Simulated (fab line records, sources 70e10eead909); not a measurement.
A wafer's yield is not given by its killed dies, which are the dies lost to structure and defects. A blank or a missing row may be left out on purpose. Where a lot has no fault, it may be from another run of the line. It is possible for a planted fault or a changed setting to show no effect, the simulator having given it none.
fab line records	flow nand-harc
record lots=7	wafers=21	last-day=25
route steps=1159 shown THIN_TSV@1119 END@1158
lots that met no fault: from a run of the same line without faults
start-h: hours from the record's first day to the start of the lot's first wafer shown	wait-h: time in hours since the lot's previous step	" the same as in the row above	L1.1+2: one row covering several wafers at once	- no value, or no start given	* or withheld: withheld	< > ~ a bound
route shown NAME@n: NAME is a module with steps in the file, n the number in the route of the first one	usual: the fault-free wafers' mean and standard deviation	same: alike in all rows	chamber/n: place in a boat	sites: the reading at each site	_std_site: the standard deviation of these	_edge_site: outer sites' mean less inner sites'	radius-mm: how far each site lies from the wafer's centre	mask NAME#n: copy n	behind: the most recent tool/chamber to have shaped the wafer	hold: why the lot went on hold/how many hours it stayed there/how the hold came to an end	device: the transistor (n, p or np) that didn't switch	end of line: tests of these same wafers at the route's end	a step given without rows: its recipe and nothing more	killed: dies that structure and defects cost at the first sort, which is not the same as the wafer's yield	map: dies across one wafer; x = killed, . = not, _ = none there
set.NAME: the setting the step ran with; set.NAME@STEP: the setting that earlier step ran with	model.NAME: the simulator's own value behind a step, which no gauge read
a table for each step, a row for each wafer; lots at some steps of the route
services: a tool's chamber out of use, with start hour (start-h, from the record's first day; less than 0 if before it), hours out, and reason
## steps
# step NHARC_THIN_TSV_ETCH_44
# recipe target-depth-a=15942	time-s=797.1	cf4-flow-sccm=150	o2-flow-sccm=10	ar-flow-sccm=0	rf-w=300	bias-w=800	chemistry=CF4/O2
# step NHARC_THIN_TSV_ETCH_15
# recipe target-depth-a=30000	bosch-target-overetch-cycles=2	bosch-etch-step-s=2.8	bosch-dep-step-s=1.2	bosch-cycles=14
# step NHARC_THIN_TSV_CD_MEAS_16
# usual cd-nm=1000.8/2.6
lot.wafer	tool	chamber	start-h	wait-h	cd-nm
L614.1	cd-sem-01	-	421.96	0.1	995.3
L614.3	"	-	"	"	1003.6
L614.6	"	-	"	"	1000.5
L620.1	cd-sem-03	-	475.72	0.1	1003.1
L620.4	"	-	"	"	1000.3
L620.6	"	-	"	"	1005.1
L627.3	cd-sem-02	-	484.37	0.1	1002.3
L627.5	"	-	"	"	1002.8
L627.6	"	-	"	"	1000.8
L623.4	cd-sem-03	-	486.03	0.1	1002.3
L623.5	"	-	"	"	1001.5
L623.6	"	-	"	"	1002.7
L626.1	cd-sem-03	-	491.87	0.1	1000.8
L626.2	"	-	"	"	1002.5
L626.6	"	-	"	"	1002.6
L635.2	cd-sem-03	-	556.71	0.1	998.8
L635.5	"	-	"	"	998.9
L635.6	"	-	"	"	998.4
L636.1	cd-sem-01	-	567.50	0.1	1001.0
L636.2	"	-	"	"	999.7
L636.5	"	-	"	"	1001.2
# step NHARC_THIN_TSV_STRIP_45
# recipe power-w=1500	temp-c=250	chemistry=O2
# step NHARC_THIN_TSV_STRIP_46
# recipe time-s=1200	temp-c=72.5	chemistry=post-etch-residue-remover
# step NHARC_THIN_TSV_DEP_47
# recipe target-thk-a=2000	temp-c=withheld	pressure-torr=6.5	rf-w=900	teos-flow-sccm=161.4	flow-sccm=2650	target-thk-nm=200	gas=O2	material=SiO2
# usual throttle-valve-pct=16.1/0.68
lot.wafer	tool	chamber	start-h	wait-h	throttle-valve-pct
L614.3	pecvd-04	1	422.94	-	17.0
L614.1	"	0	"	"	15.8
L614.6	"	2	"	"	15.1
L620.1	pecvd-01	2	476.66	-	15.4
L620.4	"	2	"	"	15.3
L620.6	"	1	"	"	16.9
L627.3	pecvd-01	2	485.25	-	15.2
L627.6	"	0	"	"	15.7
L627.5	"	1	"	"	17.2
L623.5	pecvd-01	0	487.03	-	15.6
L623.6	"	1	"	"	17.1
L623.4	"	2	"	"	15.3
L626.2	pecvd-04	2	492.82	-	15.4
L626.1	"	0	"	"	15.8
L626.6	"	1	"	"	16.9
L635.2	pecvd-03	0	557.94	-	16.5
L635.6	"	0	"	"	16.8
L635.5	"	2	"	"	15.8
L636.1	pecvd-03	2	568.37	-	15.5
L636.2	"	0	"	"	16.6
L636.5	"	2	"	"	15.7
# step NHARC_THIN_TSV_ETCHBACK_48
# recipe target-depth-a=10285	over-etch-frac=0.3	time-s=405.17	ion-energy-ev=250	c4f8-flow-sccm=withheld	ar-flow-sccm=withheld	rf-w=600	bias-w=300	chemistry=C4F8/Ar
# step NHARC_THIN_TSV_STRIP_62
# recipe power-w=1500	temp-c=250	time-s=20	chemistry=N2/H2
# usual drypump-motor-current-A=5.65/0.26	heater-power-w=315/25
lot.wafer	tool	chamber	start-h	wait-h	drypump-motor-current-A	heater-power-w	rf-hours-counter-h
L614.1	plasma-asher-01	0	423.70	-	5.49	277	47
L614.3	"	0	"	"	5.51	281	-
L614.6	"	1	"	"	5.71	346	-
L620.1	plasma-asher-01	0	477.43	-	5.51	282	5
L620.4	"	1	"	"	5.74	329	-
L620.6	"	1	"	"	5.75	333	-
L627.3	plasma-asher-01	0	486.07	-	5.53	284	-
L627.6	"	1	"	"	5.74	332	-
L627.5	"	0	"	"	5.53	285	-
L623.4	plasma-asher-01	0	487.70	-	5.51	284	-
L623.6	"	0	"	"	5.51	279	-
L623.5	"	1	"	"	5.72	335	-
L626.1	plasma-asher-01	0	493.53	-	5.52	286	11
L626.2	"	1	"	"	5.73	327	11
L626.6	"	1	"	"	5.74	332	-
L635.2	plasma-asher-01	1	558.72	-	5.74	326	35
L635.6	"	0	"	"	5.53	280	-
L635.5	"	1	"	"	5.73	328	-
L636.1	plasma-asher-02	0	569.16	-	5.29	337	7
L636.2	"	1	"	"	6.12	313	7
L636.5	"	1	"	"	6.10	296	-
# step NHARC_THIN_TSV_DEGAS_49
# recipe temp-c=300	time-s=120
# step NHARC_THIN_TSV_PRE_CLEAN_50
# recipe time-s=30	temp-c=280	gas=H2/He
# step NHARC_THIN_TSV_PVD_19
# recipe target-thk-a=200	chamber-pressure-pa=5	material=TaN
# step NHARC_THIN_TSV_PVD_51
# recipe target-thk-a=1000	chamber-pressure-pa=5	material=Cu
# usual throttle-valve-pct=29.4/1.5
lot.wafer	tool	chamber	start-h	wait-h	throttle-valve-pct
L614.1	pvd-sputter-02	-	-	-	28.8
L614.3	"	-	"	"	28.8
L614.6	"	-	"	"	28.3
L620.1	pvd-sputter-03	-	-	-	32.5
L620.4	"	-	"	"	26.1
L620.6	"	-	"	"	32.6
L627.3	pvd-sputter-03	-	-	-	25.9
L627.5	"	-	"	"	29.6
L627.6	"	-	"	"	26.1
L623.4	pvd-sputter-03	-	-	-	30.5
L623.5	"	-	"	"	26.0
L623.6	"	-	"	"	30.4
L626.1	pvd-sputter-03	-	-	-	32.2
L626.2	"	-	"	"	29.6
L626.6	"	-	"	"	32.3
L635.2	pvd-sputter-03	-	-	-	32.4
L635.6	"	-	"	"	26.0
L635.5	"	-	"	"	30.3
L636.1	pvd-sputter-01	-	-	-	30.4
L636.2	"	-	"	"	30.6
L636.5	"	-	"	"	29.5
# step NHARC_THIN_TSV_ECD_20
# recipe target-thk-a=20000	material=Cu
lot.wafer	tool	chamber	start-h	wait-h
L614.1+3+6	ecd-cu-01	1,0,0	424.43	-
L620.1+4+6	ecd-cu-02	1,0,0	478.15	-
L627.3+6+5	ecd-cu-02	0,0,1	486.83	-
L623.4+6+5	ecd-cu-02	0,1,0	488.59	-
L626.1+2+6	ecd-cu-02	0,1,0	494.19	-
L635.2+6+5	ecd-cu-01	1,0,1	559.44	-
L636.2+1+5	ecd-cu-01	0,1,1	569.78	-
# step NHARC_THIN_TSV_ANNEAL_52
# recipe temp-c=225	time-s=90
# step NHARC_THIN_TSV_CMP_21
# recipe t-overpolish-s=30	target-thk-nm=2000
# step NHARC_THIN_TSV_SRD_23
# step NHARC_THIN_TSV_DEGAS_53
# recipe temp-c=300	time-s=60
# usual heater-power-w=451/32
lot.wafer	tool	chamber	start-h	wait-h	heater-power-w
L614.1	pvd-sputter-02	-	425.87	0.1	453
L614.3	"	-	"	"	445
L614.6	"	-	"	"	474
L620.4	pvd-sputter-03	-	479.61	0.1	508
L620.1	"	-	"	"	403
L620.6	"	-	"	"	490
L627.3	pvd-sputter-02	-	488.20	0.1	425
L627.6	"	-	"	"	444
L627.5	"	-	"	"	492
L623.4	pvd-sputter-03	-	489.83	0.1	395
L623.6	"	-	"	"	444
L623.5	"	-	"	"	501
L626.2	pvd-sputter-01	-	495.74	0.1	478
L626.1	"	-	"	"	497
L626.6	"	-	"	"	412
L635.2	pvd-sputter-03	-	560.87	0.1	405
L635.6	"	-	"	"	493
L635.5	"	-	"	"	405
L636.2	pvd-sputter-01	-	571.33	0.1	439
L636.1	"	-	"	"	497
L636.5	"	-	"	"	481
# step NHARC_THIN_TSV_PRE_CLEAN_54
# recipe time-s=30	temp-c=280	gas=H2/He
# usual heater-power-w=396/27
lot.wafer	tool	chamber	start-h	wait-h	heater-power-w
L614.3	pvd-sputter-02	-	425.94	0.0	389
L614.1	"	-	"	"	419
L614.6	"	-	"	"	386
L620.1	pvd-sputter-03	-	479.71	0.1	402
L620.4	"	-	"	"	436
L620.6	"	-	"	"	359
L627.3	pvd-sputter-02	-	488.31	0.1	389
L627.5	"	-	"	"	414
L627.6	"	-	"	"	407
L623.4	pvd-sputter-03	-	489.92	0.1	439
L623.5	"	-	"	"	356
L623.6	"	-	"	"	376
L626.1	pvd-sputter-01	-	495.80	0.0	415
L626.2	"	-	"	"	441
L626.6	"	-	"	"	417
L635.2	pvd-sputter-03	-	560.97	0.1	379
L635.5	"	-	"	"	398
L635.6	"	-	"	"	436
L636.1	pvd-sputter-01	-	571.44	0.1	371
L636.2	"	-	"	"	436
L636.5	"	-	"	"	387
# step NHARC_THIN_TSV_PVD_55
# recipe target-thk-a=500	material=TiN
# step NHARC_THIN_TSV_PVD_24
# recipe target-thk-a=8000	power-w=withheld	chamber-pressure-pa=withheld	substrate-temp-c=withheld	time-s=withheld	gas=Ar	material=Al
# step NHARC_THIN_TSV_DEHYDRATE_25
# recipe temp-c=150	time-s=120
# step NHARC_THIN_TSV_HMDS_26
# recipe time-s=30
# step NHARC_THIN_TSV_COAT_27
# recipe spin-rpm=*
# step NHARC_THIN_TSV_SOFTBAKE_28
# recipe temp-c=122	time-s=95
# step NHARC_THIN_TSV_EBR_29
# step NHARC_THIN_TSV_EXPOSE_30
# recipe na=0.55	dose-mj=11.47	mask-id=PAD
# step NHARC_THIN_TSV_PEB_31
# recipe peb-temp-c=118	peb-time-s=85
# step NHARC_THIN_TSV_DEVELOP_32
# recipe time-s=70
# step NHARC_THIN_TSV_CD_MEAS_33
# recipe target-cd-nm=5000	landing-energy-ev=500
# usual cd-nm=4999.7/2.4
lot.wafer	tool	chamber	start-h	wait-h	cd-nm
L614.1	cd-sem-02	0	427.01	-	4996.4
L614.3	"	0	"	"	4995.7
L614.6	"	0	"	"	4994.3
L620.1	cd-sem-01	0	480.64	-	5004.0
L620.4	"	0	"	"	5003.7
L620.6	"	0	"	"	5003.3
L627.3	cd-sem-02	0	489.23	-	5000.4
L627.5	"	0	"	"	4998.7
L627.6	"	0	"	"	5000.2
L623.4	cd-sem-01	0	490.98	-	4996.9
L623.5	"	0	"	"	4996.3
L623.6	"	0	"	"	5000.3
L626.1	cd-sem-03	0	496.87	-	4998.3
L626.2	"	0	"	"	5001.5
L626.6	"	0	"	"	4998.7
L635.2	cd-sem-02	0	562.01	-	4997.4
L635.5	"	0	"	"	4996.1
L635.6	"	0	"	"	4998.2
L636.1	cd-sem-03	0	572.64	-	5000.9
L636.2	"	0	"	"	5001.8
L636.5	"	0	"	"	5000.2
# step NHARC_THIN_TSV_HARDBAKE_34
# recipe temp-c=125	time-s=80
# step NHARC_THIN_TSV_DESCUM_35
# recipe time-s=3	o2-flow-sccm=200	ar-flow-sccm=0	bias-power-w=0	chemistry=O2
# step NHARC_THIN_TSV_ETCH_59
# recipe target-depth-a=8800	icp-w=900	bias-w=100	Cl2_flow_sccm=60	bcl3-flow-sccm=30	time-s=138.1	chemistry=Cl2/BCl3
# step NHARC_THIN_TSV_ETCH_36
# recipe target-depth-a=650	over-etch-frac=0.3	time-s=18.571	ion-energy-ev=150	chemistry=Cl2/BCl3
# step NHARC_THIN_TSV_STRIP_56
# recipe power-w=1500	temp-c=250	chemistry=O2
# step NHARC_THIN_TSV_STRIP_57
# recipe time-s=1200	temp-c=72.5	chemistry=post-etch-residue-remover
# step NHARC_THIN_TSV_CD_MEAS_37
# usual cd-nm=5000/3.7
lot.wafer	tool	chamber	start-h	wait-h	cd-nm
L614.1	cd-sem-01	-	428.46	-	4992
L614.3	"	-	"	"	4997
L614.6	"	-	"	"	4996
L620.1	cd-sem-03	-	482.51	-	5007
L620.4	"	-	"	"	5003
L620.6	"	-	"	"	5010
L627.3	cd-sem-01	-	490.69	-	5003
L627.5	"	-	"	"	5003
L627.6	"	-	"	"	5001
L623.4	cd-sem-01	-	492.42	-	4999
L623.5	"	-	"	"	4996
L623.6	"	-	"	"	5002
L626.1	cd-sem-01	-	498.33	-	4999
L626.2	"	-	"	"	5005
L626.6	"	-	"	"	5001
L635.2	cd-sem-01	-	563.49	-	4996
L635.5	"	-	"	"	4993
L635.6	"	-	"	"	4998
L636.1	cd-sem-01	-	574.08	-	5002
L636.2	"	-	"	"	5001
L636.5	"	-	"	"	5001
# step NHARC_THIN_TSV_ANNEAL_58
# recipe temp-c=400	time-s=1800
# step NHARC_THIN_TSV_INSPECT_40
# usual raw-defect-count=474/92
lot.wafer	tool	chamber	start-h	wait-h	raw-defect-count
L614.1	defect-inspect-01	-	434.00	0.4	551
L614.3	"	-	"	"	448
L614.6	"	-	"	"	385
L620.1	defect-inspect-01	-	486.73	0.4	501
L620.4	"	-	"	"	398
L620.6	"	-	"	"	378
L627.3	defect-inspect-02	-	494.89	0.4	681
L627.5	"	-	"	"	576
L627.6	"	-	"	"	448
L623.4	defect-inspect-02	-	494.90	0.4	492
L623.5	"	-	"	"	458
L623.6	"	-	"	"	473
L626.1	defect-inspect-02	-	502.80	0.4	453
L626.2	"	-	"	"	599
L626.6	"	-	"	"	556
L635.2	defect-inspect-02	-	567.71	0.4	516
L635.5	"	-	"	"	477
L635.6	"	-	"	"	435
L636.1	defect-inspect-01	-	578.57	0.4	460
L636.2	"	-	"	"	535
L636.5	"	-	"	"	458
# step NHARC_END_WLT_00
# usual VT_DECK1_BOTTOM=0.871/0.0091	VT_DECK1_BOTTOM_INNER=0.870/0.0087	VT_DECK1_MEDIAN_NEAR_BOTTOM=0.873/0.009	VT_DECK1_MEDIAN_NEAR_BOTTOM_INNER=0.872/0.0087	VT_DECK1_MIDDLE=0.884/0.0084	VT_DECK1_MIDDLE_INNER=0.884/0.008	VT_DECK1_TOP=0.897/0.009	VT_DECK1_TOP_INNER=0.895/0.0083
lot.wafer	tool	chamber	start-h	wait-h	VT_DECK1_BOTTOM	VT_DECK1_BOTTOM_INNER	VT_DECK1_MEDIAN_NEAR_BOTTOM	VT_DECK1_MEDIAN_NEAR_BOTTOM_INNER	VT_DECK1_MIDDLE	VT_DECK1_MIDDLE_INNER	VT_DECK1_TOP	VT_DECK1_TOP_INNER
L614.1	prober-01	-	441.83	7.8	0.887	0.881	0.880	0.886	0.898	0.884	0.901	0.907
L614.3	"	-	"	"	0.881	0.881	0.882	0.882	0.894	0.890	0.901	0.909
L614.6	"	-	444.29	10.3	0.888	0.883	0.893	0.881	0.893	0.899	0.902	0.900
L620.1	prober-02	-	490.49	3.8	0.856	0.855	0.864	0.858	0.880	0.882	0.895	0.894
L620.4	"	-	491.97	5.2	0.876	0.873	0.865	0.863	0.883	0.890	0.893	0.896
L620.6	"	-	"	"	0.866	0.866	0.866	0.869	0.881	0.883	0.898	0.896
L627.3	prober-01	-	495.94	1.0	0.877	0.880	0.881	0.873	0.890	0.888	0.897	0.901
L627.6	"	-	497.45	2.5	0.868	0.859	0.875	0.874	0.883	0.887	0.896	0.890
L623.4	prober-02	-	499.78	4.9	0.867	0.867	0.875	0.869	0.886	0.893	0.901	0.893
L623.6	"	-	500.79	5.9	0.879	0.867	0.862	0.870	0.872	0.881	0.898	0.896
L626.1	prober-02	-	506.13	3.3	0.881	0.882	0.886	0.876	0.894	0.894	0.900	0.904
L626.6	"	-	508.61	5.8	0.880	0.876	0.884	0.868	0.890	0.892	0.907	0.902
L635.2	prober-02	-	568.28	0.6	0.870	0.877	0.865	0.872	0.885	0.881	0.890	0.890
L635.5	"	-	569.78	2.1	0.858	0.861	0.859	0.863	0.882	0.880	0.888	0.891
L635.6	"	-	"	"	0.864	0.867	0.864	0.862	0.879	0.878	0.883	0.887
L636.1	prober-02	-	583.33	4.8	0.872	0.874	0.868	0.875	0.893	0.889	0.903	0.907
L636.2	"	-	"	"	0.869	0.869	0.877	0.876	0.882	0.888	0.894	0.902
L636.5	"	-	585.34	6.8	0.878	0.874	0.874	0.879	0.887	0.886	0.905	0.893
# step NHARC_END_SORT_01
# recipe temp-c=25
# usual defect-limited-yield=95.6/1.5	killed-at-array=27/10	killed-at-other=0.6/0.83	killed-at-periphery=2.4/1.8	killed-dies=30/10	killed-open=3.3/1.7	killed-short=1.8/1.4	sort_bin_2_pct=1.3/0.69	sort_bin_3_pct=0.25/0.24	sort_bin_4_pct=2.8/0.94	sort-n-pass=647/10	sort-rim-yield-pct=96.7/2.1	sort-yield-pct=95.6/1.5
# same gross-dies=677	sort_bin_5_pct[%]=0	sort_bin_6_pct[%]=0	sort_bin_7_pct[%]=0	sort_bin_8_pct[%]=0	sort-rim-n-gross=106.00
lot.wafer	tool	chamber	start-h	wait-h	defect-limited-yield[%]	killed-at-array	killed-at-other	killed-at-periphery	killed-dies	killed-open	killed-short	sort_bin_2_pct[%]	sort_bin_3_pct[%]	sort_bin_4_pct[%]	sort-n-pass	sort-rim-yield-pct[%]	sort-yield-pct[%]
L627.3	prober-01	0	503.50	7.1	95.9	25	1	2	28	2	2	1.5	0.30	2.4	649	97.2	95.9
L627.5	prober-01	0	505.08	7.6	0.3	13	659	3	675	5	3	98.1	0	1.6	2	0.9	0.3
L627.6	prober-01	0	505.88	7.9	97.8	14	0	1	15	5	1	0.7	0	1.5	662	95.3	97.8
L623.4	prober-02	0	503.71	3.4	95.6	29	0	1	30	0	1	0.4	0.59	3.4	647	96.2	95.6
L623.5	prober-02	0	504.52	3.7	0	27	646	4	677	8	1	97.0	0.15	2.8	0	0	0
L626.1	prober-02	0	509.11	2.5	95.0	34	0	0	34	1	2	1.8	0.15	3.1	643	92.5	95.0
L626.2	prober-02	0	509.91	2.8	0.1	28	646	2	676	4	2	96.8	0	3.1	1	0.9	0.1
L626.6	prober-02	0	513.13	4.0	95.3	29	2	1	32	4	2	1.0	0.74	3.0	645	98.1	95.3
# killed by level:class
L627.3 A_CHANNEL_HOLE_D1:chamber-film-flake=10 A_CONTACT:chamber-film-flake=7 A_STAIRCASE:chamber-film-flake=5 P_GATE:geometric-particle:open=1 A_CONTACT:geometric-particle:short=1 A_CONTACT:geometric-particle:open=1 A_BLC:geometric-particle:short=1 P_GATE:chamber-film-flake=1
L623.4 A_CHANNEL_HOLE_D1:chamber-film-flake=15 A_CONTACT:chamber-film-flake=6 A_STAIRCASE:chamber-film-flake=4 A_WL_FILL:chamber-film-flake=4 P_GATE:geometric-particle:short=1
L623.5 THIN_TSV:area-ecd=645 A_CHANNEL_HOLE_D1:chamber-film-flake=18 P_M0:geometric-particle:open=2 A_CONTACT:geometric-particle:open=2 A_CONTACT:chamber-film-flake=2 P_CONTACT:geometric-particle:open=1 P_M1:geometric-particle:open=1 A_CHANNEL_FILL_D1:geometric-particle:open=1
L627.5 THIN_TSV:area-ecd=659 A_CONTACT:chamber-film-flake=3 A_ONON_D1:geometric-particle:open=2 A_CHANNEL_HOLE_D1:chamber-film-flake=2 A_STAIRCASE:chamber-film-flake=2 P_CONTACT:geometric-particle:open=1 P_M1:geometric-particle:open=1 P_M1:geometric-particle:short=1
L627.6 A_CONTACT:chamber-film-flake=4 A_CHANNEL_HOLE_D1:chamber-film-flake=3 A_STAIRCASE:chamber-film-flake=2 P_M0:geometric-particle:open=1 A_ONON_D1:geometric-particle:short=1 A_CHANNEL_HOLE_D1:geometric-particle:open=1 A_SGD_CUT:geometric-particle:open=1 A_M0:geometric-particle:open=1
L626.1 A_CHANNEL_HOLE_D1:chamber-film-flake=17 A_CONTACT:chamber-film-flake=5 A_STAIRCASE:chamber-film-flake=4 A_WL_FILL:chamber-film-flake=4 A_ONON_D1:geometric-particle:short=2 A_SGD_CUT:geometric-particle:open=1 A_CHANNEL_FILL_D1:chamber-film-flake=1
L626.2 THIN_TSV:area-ecd=646 A_CHANNEL_HOLE_D1:chamber-film-flake=15 A_CONTACT:chamber-film-flake=6 A_WL_FILL:chamber-film-flake=2 P_CONTACT:geometric-particle:short=1 P_CONTACT:geometric-particle:open=1 A_ONON_D1:geometric-particle:open=1 A_WL_FILL:geometric-particle:open=1
L626.6 A_CHANNEL_HOLE_D1:chamber-film-flake=17 A_CONTACT:chamber-film-flake=4 A_STAIRCASE:chamber-film-flake=3 A_CONTACT:geometric-particle:open=2 P_CONTACT:geometric-particle:open=1 A_CHANNEL_FILL_D1:geometric-particle:short=1 A_CHANNEL_FILL_D1:chamber-film-flake=1 A_WL_FILL:geometric-particle:open=1
# map L623.5 (x killed, . not)
____________x____________
_________xxxxxxx_________
_______xxxxxxxxxxx_______
______xxxxxxxxxxxxx______
_____xxxxxxxxxxxxxxx_____
____xxxxxxxxxxxxxxxxx____
____xxxxxxxxxxxxxxxxx____
___xxxxxxxxxxxxxxxxxxx___
___xxxxxxxxxxxxxxxxxxx___
__xxxxxxxxxxxxxxxxxxxxx__
__xxxxxxxxxxxxxxxxxxxxx__
_xxxxxxxxxxxxxxxxxxxxxxx_
_xxxxxxxxxxxxxxxxxxxxxxx_
_xxxxxxxxxxxxxxxxxxxxxxx_
_xxxxxxxxxxxxxxxxxxxxxxx_
_xxxxxxxxxxxxxxxxxxxxxxx_
xxxxxxxxxxxxxxxxxxxxxxxxx
xxxxxxxxxxxxxxxxxxxxxxxxx
xxxxxxxxxxxxxxxxxxxxxxxxx
xxxxxxxxxxxxxxxxxxxxxxxxx
xxxxxxxxxxxxxxxxxxxxxxxxx
_xxxxxxxxxxxxxxxxxxxxxxx_
_xxxxxxxxxxxxxxxxxxxxxxx_
_xxxxxxxxxxxxxxxxxxxxxxx_
_xxxxxxxxxxxxxxxxxxxxxxx_
_xxxxxxxxxxxxxxxxxxxxxxx_
__xxxxxxxxxxxxxxxxxxxxx__
__xxxxxxxxxxxxxxxxxxxxx__
___xxxxxxxxxxxxxxxxxxx___
___xxxxxxxxxxxxxxxxxxx___
____xxxxxxxxxxxxxxxxx____
____xxxxxxxxxxxxxxxxx____
_____xxxxxxxxxxxxxxx_____
______xxxxxxxxxxxxx______
_______xxxxxxxxxxx_______
_________xxxxxxx_________
____________x____________
# map L626.2 (x killed, . not)
____________x____________
_________xxxxxxx_________
_______xxxxxxxxxxx_______
______xxxxxxxxxxxxx______
_____xxxxxxxxxxxxxxx_____
____xxxxxxxxxxxxxxxxx____
____xxxxxxxxxxxxxxxxx____
___xxxxxxxxxxxxxxxxxxx___
___xxxxxxxxxxxxxxxxxxx___
__xxxxxxxxxxxxxxxxxxxxx__
__xxxxxxxxxxxxxxxxxxxxx__
_xxxxxxxxxxxxxxxxxxxxxxx_
_xxxxxxxxxxxxxxxxxxxxxxx_
_xxxxxxxxxxxxxxxxxxxxxxx_
_xxxxxxxxxxxxxxxxxxxxxxx_
_xxxxxxxxxxxxxxxxxxxxxxx_
xxxxxxxxxxxxxxxxxxxxxxxxx
.xxxxxxxxxxxxxxxxxxxxxxxx
xxxxxxxxxxxxxxxxxxxxxxxxx
xxxxxxxxxxxxxxxxxxxxxxxxx
xxxxxxxxxxxxxxxxxxxxxxxxx
_xxxxxxxxxxxxxxxxxxxxxxx_
_xxxxxxxxxxxxxxxxxxxxxxx_
_xxxxxxxxxxxxxxxxxxxxxxx_
_xxxxxxxxxxxxxxxxxxxxxxx_
_xxxxxxxxxxxxxxxxxxxxxxx_
__xxxxxxxxxxxxxxxxxxxxx__
__xxxxxxxxxxxxxxxxxxxxx__
___xxxxxxxxxxxxxxxxxxx___
___xxxxxxxxxxxxxxxxxxx___
____xxxxxxxxxxxxxxxxx____
____xxxxxxxxxxxxxxxxx____
_____xxxxxxxxxxxxxxx_____
______xxxxxxxxxxxxx______
_______xxxxxxxxxxx_______
_________xxxxxxx_________
____________x____________
## services
tool	chamber	start-h	hours	kind
pecvd-01	-	418.31	13.0	pm
pvd-sputter-03	-	421.89	1.1	repair
plasma-asher-01	-	431.91	2.3	repair
ecd-cu-01	-	448.04	8.0	pm
pecvd-01	2	448.75	27.5	repair
plasma-asher-01	-	453.54	9.0	pm
pecvd-03	-	453.81	4.0	repair
pecvd-01	-	465.07	0.5	repair
ecd-cu-01	-	465.42	0.9	repair
pvd-sputter-03	-	466.54	10.0	pm
pecvd-01	1	472.46	1.8	repair
pecvd-03	-	473.30	13.0	pm
pvd-sputter-01	-	477.52	1.4	repair
ecd-cu-02	-	507.07	1.6	repair
pvd-sputter-01	-	514.00	10.0	pm
pecvd-03	2	529.34	9.5	repair
pecvd-04	-	529.45	0.6	repair
ecd-cu-02	-	539.25	8.0	pm
pecvd-03	0	541.87	8.6	repair
pecvd-04	2	544.36	17.1	repair
plasma-asher-01	-	548.13	1.0	repair
pvd-sputter-02	-	550.83	0.5	repair
pvd-sputter-02	-	570.00	10.0	pm
ecd-cu-02	-	571.43	0.4	repair
## key
first-sign step=NHARC_END_SORT_01	reading=killed-at-other	direction=up	sigmas=99+	usual=0.6	struck=650.3
effect step=NHARC_END_SORT_01	reading=sort_bin_2_pct	direction=up	sigmas=99+	usual=1.3	struck=97.3
more-kills-born-at NHARC_THIN_TSV_ECD_20@ecd-cu-02=1950
met-at NHARC_THIN_TSV_ECD_20
struck-wafers L623.5,L626.2,L627.5
later-rows-left-out L623.5,L626.2,L627.5
onset-between 478.15 486.83
fault kind=process-parameter-drift	tool=ecd-cu-02	chamber=-	onset-h=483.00	steps=NHARC_THIN_TSV_ECD_20	channel=target-thk-a	offset=*	shape=step	end-h=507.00	scope=struck-wafers-only	acts-in=*	stated=*
# later-rows-left-out: the simulator's readings of these wafers behind a module that went badly wrong aren't trusted and aren't shown, but for the sort
